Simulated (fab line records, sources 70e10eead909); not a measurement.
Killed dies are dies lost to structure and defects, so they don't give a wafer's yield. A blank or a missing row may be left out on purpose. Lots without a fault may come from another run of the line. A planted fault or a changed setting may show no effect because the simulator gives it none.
Chamber matching | flow nand_harc | NHARC_A_CHANNEL_FILL_D1_CMP_10 on cmp-04: 4 sister chambers
The step polishes, target thk 150 nm. 16 wafers are shown with their chamber, then 8 later ones without.

WAFERS WITH THEIR CHAMBER
wafer  | chamber | motor_current_A (A) | time_to_endpoint_s (s)
L074.2 | 0       | 12.0                | 15.6
L074.3 | 1       | 10.2                | 14.0
L074.5 | 0       | 12.5                | 15.1
L075.2 | 2       | 9.6                 | 18.7
L075.3 | 0       | 11.2                | 20.9
L075.5 | 1       | 11.1                | 17.1
L077.2 | 1       | 12.1                | 12.2
L077.4 | 2       | 9.5                 | 14.9
L077.6 | 2       | 9.4                 | 13.5
L079.2 | 0       | 11.2                | 15.7
L079.5 | 3       | 13.5                | 15.5
L079.6 | 2       | 9.4                 | 16.5
L080.3 | 1       | 10.4                | 14.4
L080.4 | 0       | 11.8                | 15.4
L080.6 | 0       | 11.5                | 15.1
L083.2 | 0       | 11.6                | 15.2

SIGNATURES (means of the wafers above)
reading            | chamber 0 | chamber 1 | chamber 2 | chamber 3 | scatter within a chamber
motor_current_A    | 11.686    | 10.950    | 9.475     | 13.500    | 0.542
time_to_endpoint_s | 16.143    | 14.425    | 15.900    | 15.500    | 2.12
Rule: a wafer's distance from a chamber is the root of the sum, over the readings, of the square of ((its reading less the chamber's mean) divided by the reading's scatter). The wafer belongs to the nearest chamber; if the next one is less than 2 further off, it can't be placed. The scatter: the root of (the sum of the squares of (reading less its chamber's mean) over the shown wafers, divided by (wafers less chambers)).

WAFERS WITHOUT THEIR CHAMBER
wafer  | motor_current_A (A) | time_to_endpoint_s (s)
L083.3 | 10.7                | 13.4
L083.4 | 13.8                | 14.6
L088.2 | 11.6                | 15.9
L088.3 | 10.8                | 15.4
L088.6 | 11.0                | 15.5
L095.1 | 9.6                 | 18.3
L095.4 | 11.9                | 19.3
L095.5 | 10.7                | 15.6

WHICH CHAMBER EACH WENT THROUGH
wafer  | from the rows above          | in truth
L083.3 | can't be placed: 1 or 0 or 2 | 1
L083.4 | 3                            | 3
L088.2 | can't be placed: 0 or 1      | 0
L088.3 | can't be placed: 1 or 0 or 2 | 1
L088.6 | can't be placed: 1 or 0      | 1
L095.1 | can't be placed: 2 or 1      | 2
L095.4 | can't be placed: 0 or 1 or 3 | 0
L095.5 | can't be placed: 1 or 0 or 2 | 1
Placed correctly: 1 of 8. Can't be placed from these rows: 7 (the true chamber is among the candidates in 7). Placed wrongly: 0.
